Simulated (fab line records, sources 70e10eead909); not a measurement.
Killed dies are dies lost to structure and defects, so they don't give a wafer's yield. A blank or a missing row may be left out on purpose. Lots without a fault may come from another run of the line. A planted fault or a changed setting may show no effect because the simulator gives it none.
Chamber matching | flow nand_harc | NHARC_A_CHANNEL_FILL_D2_ALD_14 on ald_hk-03: 4 sister chambers
The step deposits SiO2, target thk 2.5 nm, pulse time 10 s, ald cycles 25. 4 wafers are shown with their chamber, then 8 later ones without.

WAFERS WITH THEIR CHAMBER
wafer  | chamber | heater_power_w (W)
L084.5 | 2       | 477
L088.1 | 1       | 486
L088.4 | 0       | 491
L090.1 | 3       | 560

WAFERS WITHOUT THEIR CHAMBER
wafer  | heater_power_w (W)
L090.3 | 514
L090.5 | 477
L096.1 | 494
L096.3 | 501
L096.6 | 480
L097.1 | 497
L097.2 | 480
L097.4 | 491

WHICH CHAMBER EACH WENT THROUGH
wafer  | from the rows above          | in truth
L090.3 | can't be placed: 0 or 1 or 2 | 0
L090.5 | can't be placed: 2 or 1 or 0 | 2
L096.1 | can't be placed: 0 or 1 or 2 | 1
L096.3 | can't be placed: 0 or 1 or 2 | 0
L096.6 | can't be placed: 2 or 1 or 0 | 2
L097.1 | can't be placed: 0 or 1 or 2 | 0
L097.2 | can't be placed: 2 or 1 or 0 | 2
L097.4 | can't be placed: 0 or 1 or 2 | 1
Placed correctly: 0 of 8. Can't be placed from these rows: 8 (the true chamber is among the candidates in 8). Placed wrongly: 0.
How it was worked out, from the rows above alone: a wafer's distance from a chamber is the root of the sum, over the readings, of the square of ((its reading less the chamber's mean) divided by the reading's scatter). The wafer belongs to the nearest chamber; if the next one is less than 2 further off, it can't be placed. A chamber's mean is the mean of its shown wafers. The scatter: with one shown wafer a chamber, the root of the mean of the squares of how far each hidden wafer lies from its nearest shown one.
